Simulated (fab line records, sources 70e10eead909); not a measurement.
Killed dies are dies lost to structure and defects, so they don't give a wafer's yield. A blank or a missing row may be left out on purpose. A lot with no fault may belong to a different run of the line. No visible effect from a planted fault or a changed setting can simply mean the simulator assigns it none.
fab line records || flow nand-harc
[record] {"lots": 14, "wafers": 42, "last-day": 33}
route steps=1302 shown P_BONDPAD@379 A_ZERO_WELL@412 A_ONON_D1@426
lots with no fault: from the same line, run without faults
start-h: hours from the record's first day to the start of the lot's first wafer shown || wait-h: time in hours since the lot's previous step || " the same as in the row above || L1.1+2: several wafers, shown together as one row || - no value, or no start given || * or withheld: withheld || < > ~ a bound
route shown NAME@n: a module of which the file shows steps, and the number in the route of the first || usual: average and standard deviation across the fault-free wafers || same: alike in all rows || chamber/n: place in a boat || sites: each site's reading || _std_site: how widely they spread, as a standard deviation || _edge_site: the outer-site mean with the inner-site mean subtracted || radius-mm: how far each site lies from the wafer's centre || mask NAME#n: copy n || behind: the last tool/chamber to shape the wafer || hold: why the lot went on hold/how many hours it stayed there/how the hold came to an end || device: transistor that didn't switch, given as n, p or np || end of line: tests of these same wafers at the route's end || step lacking rows: just its recipe || killed: the dies lost at the first sort to structure and to defects; this is not the yield of the wafer || map: a wafer's dies, marking killed ones x, the rest . and places with no die _
set.NAME: setting as actually run; set.NAME@STEP: the setting as run at that earlier step || model.NAME: the simulator's own value behind a step, which no gauge read
steps of the route over a sample of lots; a table a step, a row a wafer
services: the hour from which a tool's chamber was out of use, counted from the record's first day as start-h (under 0 if before that day), plus the number of hours and why
[[steps]]
[step NHARC_P_BONDPAD_ANNEAL_28]
[recipe] {"temp-c": 225, "time-s": 90}
[usual] {"wafer_temp_C_max": "226.15/0.29"}
{"lot.wafer": "L372.2", "tool": "rtp-anneal-02", "chamber": 0, "start-h": 132.18, "wait-h": 0.4, "wafer_temp_C_max": 226.12}
{"lot.wafer": "L372.5", "tool": "rtp-anneal-02", "chamber": 0, "start-h": 132.18, "wait-h": 0.4, "wafer_temp_C_max": 226.05}
{"lot.wafer": "L372.6", "tool": "rtp-anneal-02", "chamber": 0, "start-h": 132.18, "wait-h": 0.4, "wafer_temp_C_max": 226.62}
{"lot.wafer": "L374.2", "tool": "rtp-anneal-02", "chamber": 0, "start-h": 151.36, "wait-h": "-", "wafer_temp_C_max": 226.06}
{"lot.wafer": "L374.4", "tool": "rtp-anneal-02", "chamber": 0, "start-h": 151.36, "wait-h": "-", "wafer_temp_C_max": 225.87}
{"lot.wafer": "L374.5", "tool": "rtp-anneal-02", "chamber": 0, "start-h": 151.36, "wait-h": "-", "wafer_temp_C_max": 226.04}
{"lot.wafer": "L375.2", "tool": "rtp-anneal-01", "chamber": 0, "start-h": 165.96, "wait-h": "-", "wafer_temp_C_max": 226.51}
{"lot.wafer": "L375.3", "tool": "rtp-anneal-01", "chamber": 0, "start-h": 165.96, "wait-h": "-", "wafer_temp_C_max": 226.59}
{"lot.wafer": "L375.6", "tool": "rtp-anneal-01", "chamber": 0, "start-h": 165.96, "wait-h": "-", "wafer_temp_C_max": 226.53}
{"lot.wafer": "L377.2", "tool": "rtp-anneal-02", "chamber": 0, "start-h": 193.55, "wait-h": 0.4, "wafer_temp_C_max": 225.99}
{"lot.wafer": "L377.4", "tool": "rtp-anneal-02", "chamber": 0, "start-h": 193.55, "wait-h": 0.4, "wafer_temp_C_max": 226.03}
{"lot.wafer": "L377.6", "tool": "rtp-anneal-02", "chamber": 0, "start-h": 193.55, "wait-h": 0.4, "wafer_temp_C_max": 226.01}
{"lot.wafer": "L378.1", "tool": "rtp-anneal-02", "chamber": 0, "start-h": 196.22, "wait-h": 0.3, "wafer_temp_C_max": 226.52}
{"lot.wafer": "L378.4", "tool": "rtp-anneal-02", "chamber": 0, "start-h": 196.22, "wait-h": 0.3, "wafer_temp_C_max": 226.22}
{"lot.wafer": "L378.6", "tool": "rtp-anneal-02", "chamber": 0, "start-h": 196.22, "wait-h": 0.3, "wafer_temp_C_max": 225.96}
{"lot.wafer": "L379.1", "tool": "rtp-anneal-01", "chamber": 0, "start-h": 214.17, "wait-h": "-", "wafer_temp_C_max": 226.40}
{"lot.wafer": "L379.4", "tool": "rtp-anneal-01", "chamber": 0, "start-h": 214.17, "wait-h": "-", "wafer_temp_C_max": 226.36}
{"lot.wafer": "L379.6", "tool": "rtp-anneal-01", "chamber": 0, "start-h": 214.17, "wait-h": "-", "wafer_temp_C_max": 226.82}
{"lot.wafer": "L380.2", "tool": "rtp-anneal-01", "chamber": 0, "start-h": 215.38, "wait-h": 0.4, "wafer_temp_C_max": 226.59}
{"lot.wafer": "L380.3", "tool": "rtp-anneal-01", "chamber": 0, "start-h": 215.38, "wait-h": 0.4, "wafer_temp_C_max": 226.20}
{"lot.wafer": "L380.5", "tool": "rtp-anneal-01", "chamber": 0, "start-h": 215.38, "wait-h": 0.4, "wafer_temp_C_max": 225.99}
{"lot.wafer": "L381.1", "tool": "rtp-anneal-02", "chamber": 0, "start-h": 221.15, "wait-h": 0.3, "wafer_temp_C_max": 226.01}
{"lot.wafer": "L381.2", "tool": "rtp-anneal-02", "chamber": 0, "start-h": 221.15, "wait-h": 0.3, "wafer_temp_C_max": 225.84}
{"lot.wafer": "L381.3", "tool": "rtp-anneal-02", "chamber": 0, "start-h": 221.15, "wait-h": 0.3, "wafer_temp_C_max": 226.08}
{"lot.wafer": "L383.1", "tool": "rtp-anneal-02", "chamber": 0, "start-h": 246.19, "wait-h": "-", "wafer_temp_C_max": 226.14}
{"lot.wafer": "L383.2", "tool": "rtp-anneal-02", "chamber": 0, "start-h": 246.19, "wait-h": "-", "wafer_temp_C_max": 226.03}
{"lot.wafer": "L383.6", "tool": "rtp-anneal-02", "chamber": 0, "start-h": 246.19, "wait-h": "-", "wafer_temp_C_max": 226.52}
{"lot.wafer": "L390.2", "tool": "rtp-anneal-02", "chamber": 0, "start-h": 320.92, "wait-h": "-", "wafer_temp_C_max": 225.75}
{"lot.wafer": "L390.5", "tool": "rtp-anneal-02", "chamber": 0, "start-h": 320.92, "wait-h": "-", "wafer_temp_C_max": 225.95}
{"lot.wafer": "L390.6", "tool": "rtp-anneal-02", "chamber": 0, "start-h": 320.92, "wait-h": "-", "wafer_temp_C_max": 225.91}
{"lot.wafer": "L391.1", "tool": "rtp-anneal-02", "chamber": 0, "start-h": 325.82, "wait-h": "-", "wafer_temp_C_max": 225.94}
{"lot.wafer": "L391.2", "tool": "rtp-anneal-02", "chamber": 0, "start-h": 325.82, "wait-h": "-", "wafer_temp_C_max": 226.09}
{"lot.wafer": "L391.4", "tool": "rtp-anneal-02", "chamber": 0, "start-h": 325.82, "wait-h": "-", "wafer_temp_C_max": 225.95}
{"lot.wafer": "L393.2", "tool": "rtp-anneal-02", "chamber": 0, "start-h": 345.46, "wait-h": "-", "wafer_temp_C_max": 225.72}
{"lot.wafer": "L393.3", "tool": "rtp-anneal-02", "chamber": 0, "start-h": 345.46, "wait-h": "-", "wafer_temp_C_max": 226.04}
{"lot.wafer": "L393.6", "tool": "rtp-anneal-02", "chamber": 0, "start-h": 345.46, "wait-h": "-", "wafer_temp_C_max": 225.81}
{"lot.wafer": "L394.2", "tool": "rtp-anneal-02", "chamber": 0, "start-h": 354.98, "wait-h": "-", "wafer_temp_C_max": 225.60}
{"lot.wafer": "L394.3", "tool": "rtp-anneal-02", "chamber": 0, "start-h": 354.98, "wait-h": "-", "wafer_temp_C_max": 226.08}
{"lot.wafer": "L394.5", "tool": "rtp-anneal-02", "chamber": 0, "start-h": 354.98, "wait-h": "-", "wafer_temp_C_max": 225.86}
{"lot.wafer": "L395.3", "tool": "rtp-anneal-01", "chamber": 0, "start-h": 366.97, "wait-h": 0.4, "wafer_temp_C_max": 226.86}
{"lot.wafer": "L395.5", "tool": "rtp-anneal-01", "chamber": 0, "start-h": 366.97, "wait-h": 0.4, "wafer_temp_C_max": 226.53}
{"lot.wafer": "L395.6", "tool": "rtp-anneal-01", "chamber": 0, "start-h": 366.97, "wait-h": 0.4, "wafer_temp_C_max": 226.50}
[step NHARC_A_ZERO_WELL_INSPECT_17]
[usual] {"raw-defect-count": "11/5.6"}
{"lot.wafer": "L372.2", "tool": "defect-inspect-01", "chamber": "-", "start-h": 135.90, "wait-h": 0.1, "raw-defect-count": 12}
{"lot.wafer": "L372.5", "tool": "defect-inspect-01", "chamber": "-", "start-h": 135.90, "wait-h": 0.1, "raw-defect-count": 9}
{"lot.wafer": "L372.6", "tool": "defect-inspect-01", "chamber": "-", "start-h": 135.90, "wait-h": 0.1, "raw-defect-count": 11}
{"lot.wafer": "L374.2", "tool": "defect-inspect-01", "chamber": "-", "start-h": 154.98, "wait-h": 0.1, "raw-defect-count": 12}
{"lot.wafer": "L374.4", "tool": "defect-inspect-01", "chamber": "-", "start-h": 154.98, "wait-h": 0.1, "raw-defect-count": 6}
{"lot.wafer": "L374.5", "tool": "defect-inspect-01", "chamber": "-", "start-h": 154.98, "wait-h": 0.1, "raw-defect-count": 3}
{"lot.wafer": "L375.2", "tool": "defect-inspect-01", "chamber": "-", "start-h": 169.62, "wait-h": 0.1, "raw-defect-count": 13}
{"lot.wafer": "L375.3", "tool": "defect-inspect-01", "chamber": "-", "start-h": 169.62, "wait-h": 0.1, "raw-defect-count": 11}
{"lot.wafer": "L375.6", "tool": "defect-inspect-01", "chamber": "-", "start-h": 169.62, "wait-h": 0.1, "raw-defect-count": 8}
{"lot.wafer": "L377.2", "tool": "defect-inspect-02", "chamber": "-", "start-h": 197.17, "wait-h": 0.1, "raw-defect-count": 19}
{"lot.wafer": "L377.4", "tool": "defect-inspect-02", "chamber": "-", "start-h": 197.17, "wait-h": 0.1, "raw-defect-count": 5}
{"lot.wafer": "L377.6", "tool": "defect-inspect-02", "chamber": "-", "start-h": 197.17, "wait-h": 0.1, "raw-defect-count": 8}
{"lot.wafer": "L378.1", "tool": "defect-inspect-02", "chamber": "-", "start-h": 199.94, "wait-h": 0.2, "raw-defect-count": 21}
{"lot.wafer": "L378.4", "tool": "defect-inspect-02", "chamber": "-", "start-h": 199.94, "wait-h": 0.2, "raw-defect-count": 13}
{"lot.wafer": "L378.6", "tool": "defect-inspect-02", "chamber": "-", "start-h": 199.94, "wait-h": 0.2, "raw-defect-count": 12}
{"lot.wafer": "L379.1", "tool": "defect-inspect-01", "chamber": "-", "start-h": 217.71, "wait-h": 0.2, "raw-defect-count": 13}
{"lot.wafer": "L379.4", "tool": "defect-inspect-01", "chamber": "-", "start-h": 217.71, "wait-h": 0.2, "raw-defect-count": 19}
{"lot.wafer": "L379.6", "tool": "defect-inspect-01", "chamber": "-", "start-h": 217.71, "wait-h": 0.2, "raw-defect-count": 20}
{"lot.wafer": "L380.2", "tool": "defect-inspect-02", "chamber": "-", "start-h": 218.87, "wait-h": 0.1, "raw-defect-count": 11}
{"lot.wafer": "L380.3", "tool": "defect-inspect-02", "chamber": "-", "start-h": 218.87, "wait-h": 0.1, "raw-defect-count": 12}
{"lot.wafer": "L380.5", "tool": "defect-inspect-02", "chamber": "-", "start-h": 218.87, "wait-h": 0.1, "raw-defect-count": 4}
{"lot.wafer": "L381.1", "tool": "defect-inspect-01", "chamber": "-", "start-h": 224.79, "wait-h": 0.2, "raw-defect-count": 9}
{"lot.wafer": "L381.2", "tool": "defect-inspect-01", "chamber": "-", "start-h": 224.79, "wait-h": 0.2, "raw-defect-count": 8}
{"lot.wafer": "L381.3", "tool": "defect-inspect-01", "chamber": "-", "start-h": 224.79, "wait-h": 0.2, "raw-defect-count": 3}
{"lot.wafer": "L383.1", "tool": "defect-inspect-02", "chamber": "-", "start-h": 250.33, "wait-h": 0.3, "raw-defect-count": 6}
{"lot.wafer": "L383.2", "tool": "defect-inspect-02", "chamber": "-", "start-h": 250.33, "wait-h": 0.3, "raw-defect-count": 10}
{"lot.wafer": "L383.6", "tool": "defect-inspect-02", "chamber": "-", "start-h": 250.33, "wait-h": 0.3, "raw-defect-count": 22}
{"lot.wafer": "L390.2", "tool": "defect-inspect-02", "chamber": "-", "start-h": 324.41, "wait-h": 0.1, "raw-defect-count": 24}
{"lot.wafer": "L390.5", "tool": "defect-inspect-02", "chamber": "-", "start-h": 324.41, "wait-h": 0.1, "raw-defect-count": 10}
{"lot.wafer": "L390.6", "tool": "defect-inspect-02", "chamber": "-", "start-h": 324.41, "wait-h": 0.1, "raw-defect-count": 15}
{"lot.wafer": "L391.1", "tool": "defect-inspect-02", "chamber": "-", "start-h": 329.45, "wait-h": 0.2, "raw-defect-count": 22}
{"lot.wafer": "L391.2", "tool": "defect-inspect-02", "chamber": "-", "start-h": 329.45, "wait-h": 0.2, "raw-defect-count": 7}
{"lot.wafer": "L391.4", "tool": "defect-inspect-02", "chamber": "-", "start-h": 329.45, "wait-h": 0.2, "raw-defect-count": 16}
{"lot.wafer": "L393.2", "tool": "defect-inspect-01", "chamber": "-", "start-h": 349.05, "wait-h": 0.1, "raw-defect-count": 14}
{"lot.wafer": "L393.3", "tool": "defect-inspect-01", "chamber": "-", "start-h": 349.05, "wait-h": 0.1, "raw-defect-count": 24}
{"lot.wafer": "L393.6", "tool": "defect-inspect-01", "chamber": "-", "start-h": 349.05, "wait-h": 0.1, "raw-defect-count": 17}
{"lot.wafer": "L394.2", "tool": "defect-inspect-01", "chamber": "-", "start-h": 358.60, "wait-h": 0.1, "raw-defect-count": 15}
{"lot.wafer": "L394.3", "tool": "defect-inspect-01", "chamber": "-", "start-h": 358.60, "wait-h": 0.1, "raw-defect-count": 5}
{"lot.wafer": "L394.5", "tool": "defect-inspect-01", "chamber": "-", "start-h": 358.60, "wait-h": 0.1, "raw-defect-count": 12}
{"lot.wafer": "L395.3", "tool": "defect-inspect-02", "chamber": "-", "start-h": 370.42, "wait-h": 0.1, "raw-defect-count": 4}
{"lot.wafer": "L395.5", "tool": "defect-inspect-02", "chamber": "-", "start-h": 370.42, "wait-h": 0.1, "raw-defect-count": 2}
{"lot.wafer": "L395.6", "tool": "defect-inspect-02", "chamber": "-", "start-h": 370.42, "wait-h": 0.1, "raw-defect-count": 5}
[step NHARC_A_ONON_D1_DEP_03]
[recipe] {"target-thk-a": 10000, "n2-flow-sccm": 2750, "n2o-flow-sccm": 2000, "nh3-flow-sccm": 500, "sih4-flow-sccm": 210, "temp-c": 400}
{"lot.wafer": "L372.2+5+6", "tool": "pecvd-onon-01", "chamber": 0, "start-h": 156.49, "wait-h": 0.1}
{"lot.wafer": "L374.2+4+5", "tool": "pecvd-onon-01", "chamber": 0, "start-h": 175.87, "wait-h": 0.1}
{"lot.wafer": "L375.2+3+6", "tool": "pecvd-onon-01", "chamber": 0, "start-h": 189.68, "wait-h": 0.1}
{"lot.wafer": "L377.2+4+6", "tool": "pecvd-onon-01", "chamber": 0, "start-h": 217.30, "wait-h": 0.1}
{"lot.wafer": "L378.1+4+6", "tool": "pecvd-onon-04", "chamber": 0, "start-h": 223.14, "wait-h": 0.1}
{"lot.wafer": "L379.1+4+6", "tool": "pecvd-onon-01", "chamber": 0, "start-h": 239.86, "wait-h": 0.1}
{"lot.wafer": "L380.2+3+5", "tool": "pecvd-onon-02", "chamber": 0, "start-h": 240.13, "wait-h": 0.3}
{"lot.wafer": "L381.1+2+3", "tool": "pecvd-onon-02", "chamber": 0, "start-h": 245.40, "wait-h": 0.1}
{"lot.wafer": "L383.1+2+6", "tool": "pecvd-onon-04", "chamber": 0, "start-h": 272.99, "wait-h": 0.1}
{"lot.wafer": "L390.2+5+6", "tool": "pecvd-onon-02", "chamber": 0, "start-h": 345.38, "wait-h": 0.1}
{"lot.wafer": "L391.1+2+4", "tool": "pecvd-onon-02", "chamber": 0, "start-h": 350.36, "wait-h": 0.1}
{"lot.wafer": "L393.2+3+6", "tool": "pecvd-onon-04", "chamber": 0, "start-h": 369.21, "wait-h": 0.1}
{"lot.wafer": "L394.2+3+5", "tool": "pecvd-onon-04", "chamber": 0, "start-h": 382.69, "wait-h": 0.1}
{"lot.wafer": "L395.3+5+6", "tool": "pecvd-onon-04", "chamber": 0, "start-h": 394.30, "wait-h": 0.2}
[step NHARC_A_ONON_D1_THK_MEAS_05]
[recipe] {"thk-meas-gauge": "ellipsometry"}
[usual] {"thk-nm": "1000/9.1"}
{"lot.wafer": "L372.2", "tool": "film-metro-02", "chamber": "-", "start-h": 156.94, "wait-h": "-", "thk-nm": 991}
{"lot.wafer": "L372.5", "tool": "film-metro-02", "chamber": "-", "start-h": 156.94, "wait-h": "-", "thk-nm": 991}
{"lot.wafer": "L372.6", "tool": "film-metro-02", "chamber": "-", "start-h": 156.94, "wait-h": "-", "thk-nm": 991}
{"lot.wafer": "L374.2", "tool": "film-metro-01", "chamber": "-", "start-h": 176.33, "wait-h": "-", "thk-nm": 999}
{"lot.wafer": "L374.4", "tool": "film-metro-01", "chamber": "-", "start-h": 176.33, "wait-h": "-", "thk-nm": 1000}
{"lot.wafer": "L374.5", "tool": "film-metro-01", "chamber": "-", "start-h": 176.33, "wait-h": "-", "thk-nm": 1001}
{"lot.wafer": "L375.2", "tool": "film-metro-01", "chamber": "-", "start-h": 190.14, "wait-h": "-", "thk-nm": 1003}
{"lot.wafer": "L375.3", "tool": "film-metro-01", "chamber": "-", "start-h": 190.14, "wait-h": "-", "thk-nm": 1003}
{"lot.wafer": "L375.6", "tool": "film-metro-01", "chamber": "-", "start-h": 190.14, "wait-h": "-", "thk-nm": 1003}
{"lot.wafer": "L377.2", "tool": "film-metro-02", "chamber": "-", "start-h": 217.76, "wait-h": "-", "thk-nm": 991}
{"lot.wafer": "L377.4", "tool": "film-metro-02", "chamber": "-", "start-h": 217.76, "wait-h": "-", "thk-nm": 988}
{"lot.wafer": "L377.6", "tool": "film-metro-02", "chamber": "-", "start-h": 217.76, "wait-h": "-", "thk-nm": 988}
{"lot.wafer": "L378.1", "tool": "film-metro-01", "chamber": "-", "start-h": 223.66, "wait-h": "-", "thk-nm": 996}
{"lot.wafer": "L378.4", "tool": "film-metro-01", "chamber": "-", "start-h": 223.66, "wait-h": "-", "thk-nm": 997}
{"lot.wafer": "L378.6", "tool": "film-metro-01", "chamber": "-", "start-h": 223.66, "wait-h": "-", "thk-nm": 995}
{"lot.wafer": "L379.1", "tool": "film-metro-01", "chamber": "-", "start-h": 240.38, "wait-h": "-", "thk-nm": 990}
{"lot.wafer": "L379.4", "tool": "film-metro-01", "chamber": "-", "start-h": 240.38, "wait-h": "-", "thk-nm": 988}
{"lot.wafer": "L379.6", "tool": "film-metro-01", "chamber": "-", "start-h": 240.38, "wait-h": "-", "thk-nm": 988}
{"lot.wafer": "L380.2", "tool": "film-metro-02", "chamber": "-", "start-h": 240.58, "wait-h": "-", "thk-nm": 998}
{"lot.wafer": "L380.3", "tool": "film-metro-02", "chamber": "-", "start-h": 240.58, "wait-h": "-", "thk-nm": 997}
{"lot.wafer": "L380.5", "tool": "film-metro-02", "chamber": "-", "start-h": 240.58, "wait-h": "-", "thk-nm": 998}
{"lot.wafer": "L381.1", "tool": "film-metro-02", "chamber": "-", "start-h": 245.91, "wait-h": "-", "thk-nm": 1008}
{"lot.wafer": "L381.2", "tool": "film-metro-02", "chamber": "-", "start-h": 245.91, "wait-h": "-", "thk-nm": 1008}
{"lot.wafer": "L381.3", "tool": "film-metro-02", "chamber": "-", "start-h": 245.91, "wait-h": "-", "thk-nm": 1008}
{"lot.wafer": "L383.1", "tool": "film-metro-02", "chamber": "-", "start-h": 273.50, "wait-h": "-", "thk-nm": 1010}
{"lot.wafer": "L383.2", "tool": "film-metro-02", "chamber": "-", "start-h": 273.50, "wait-h": "-", "thk-nm": 1012}
{"lot.wafer": "L383.6", "tool": "film-metro-02", "chamber": "-", "start-h": 273.50, "wait-h": "-", "thk-nm": 1012}
{"lot.wafer": "L390.2", "tool": "film-metro-01", "chamber": "-", "start-h": 345.84, "wait-h": "-", "thk-nm": 999}
{"lot.wafer": "L390.5", "tool": "film-metro-01", "chamber": "-", "start-h": 345.84, "wait-h": "-", "thk-nm": 1002}
{"lot.wafer": "L390.6", "tool": "film-metro-01", "chamber": "-", "start-h": 345.84, "wait-h": "-", "thk-nm": 894}
{"lot.wafer": "L391.1", "tool": "film-metro-01", "chamber": "-", "start-h": 350.88, "wait-h": "-", "thk-nm": 875}
{"lot.wafer": "L391.2", "tool": "film-metro-01", "chamber": "-", "start-h": 350.88, "wait-h": "-", "thk-nm": 980}
{"lot.wafer": "L391.4", "tool": "film-metro-01", "chamber": "-", "start-h": 350.88, "wait-h": "-", "thk-nm": 983}
{"lot.wafer": "L393.2", "tool": "film-metro-02", "chamber": "-", "start-h": 369.67, "wait-h": "-", "thk-nm": 1010}
{"lot.wafer": "L393.3", "tool": "film-metro-02", "chamber": "-", "start-h": 369.67, "wait-h": "-", "thk-nm": 1012}
{"lot.wafer": "L393.6", "tool": "film-metro-02", "chamber": "-", "start-h": 369.67, "wait-h": "-", "thk-nm": 1010}
{"lot.wafer": "L394.2", "tool": "film-metro-01", "chamber": "-", "start-h": 383.14, "wait-h": "-", "thk-nm": 1007}
{"lot.wafer": "L394.3", "tool": "film-metro-01", "chamber": "-", "start-h": 383.14, "wait-h": "-", "thk-nm": 1008}
{"lot.wafer": "L394.5", "tool": "film-metro-01", "chamber": "-", "start-h": 383.14, "wait-h": "-", "thk-nm": 1008}
{"lot.wafer": "L395.3", "tool": "film-metro-01", "chamber": "-", "start-h": 394.70, "wait-h": "-", "thk-nm": 991}
{"lot.wafer": "L395.5", "tool": "film-metro-01", "chamber": "-", "start-h": 394.70, "wait-h": "-", "thk-nm": 993}
{"lot.wafer": "L395.6", "tool": "film-metro-01", "chamber": "-", "start-h": 394.70, "wait-h": "-", "thk-nm": 992}
[[services]]
{"tool": "pecvd-onon-04", "chamber": "-", "start-h": 130.00, "hours": 13.0, "kind": "pm"}
{"tool": "pecvd-onon-01", "chamber": "-", "start-h": 143.32, "hours": 7.2, "kind": "repair"}
{"tool": "pecvd-onon-02", "chamber": "-", "start-h": 185.00, "hours": 13.0, "kind": "pm"}
{"tool": "pecvd-onon-01", "chamber": "-", "start-h": 269.13, "hours": 13.0, "kind": "pm"}
{"tool": "pecvd-onon-04", "chamber": "-", "start-h": 311.00, "hours": 13.0, "kind": "pm"}
{"tool": "pecvd-onon-02", "chamber": "-", "start-h": 366.00, "hours": 13.0, "kind": "pm"}
{"tool": "rtp-anneal-01", "chamber": "-", "start-h": 372.00, "hours": 12.0, "kind": "pm"}
[[key]]
[first-sign] {"step": "NHARC_A_ONON_D1_THK_MEAS_05", "reading": "thk-nm", "direction": "down", "sigmas": 13, "usual": 1000, "struck": 885}
effect none on later readings
met-at NHARC_A_ONON_D1_DEP_03
struck-lots L390,L391
struck-wafers L390.6,L391.1
later-rows-left-out L390.6,L391.1
sort-left-out L390.6,L391.1
tester-left-out L390,L391
not-acting-at NHARC_P_BONDPAD_ANNEAL_28,NHARC_A_ZERO_WELL_INSPECT_17
onset-between 245.40 345.38
[fault] {"kind": "process-parameter-drift", "tool": "pecvd-onon-02", "chamber": "-", "onset-h": 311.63, "steps": "NHARC_A_ONON_D1_DEP_03", "channel": "target-thk-a", "offset": "*", "shape": "step", "end-h": 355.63, "scope": "struck-wafers-only", "acts-in": "*", "stated": "*"}
// tester-left-out: of these lots the tester's yield and bins aren't shown, on N5 and GAA mostly nor the transistor test; their killed dies are dies lost to structure and defects alone, not to doping, threshold or leakage, so they don't give the yield
// sort-left-out: the simulated sort isn't trusted on such a fault, so these wafers' sort isn't shown, and their yield isn't known
// later-rows-left-out: the simulator's readings of these wafers behind a module that went badly wrong aren't trusted and aren't shown, but for the sort
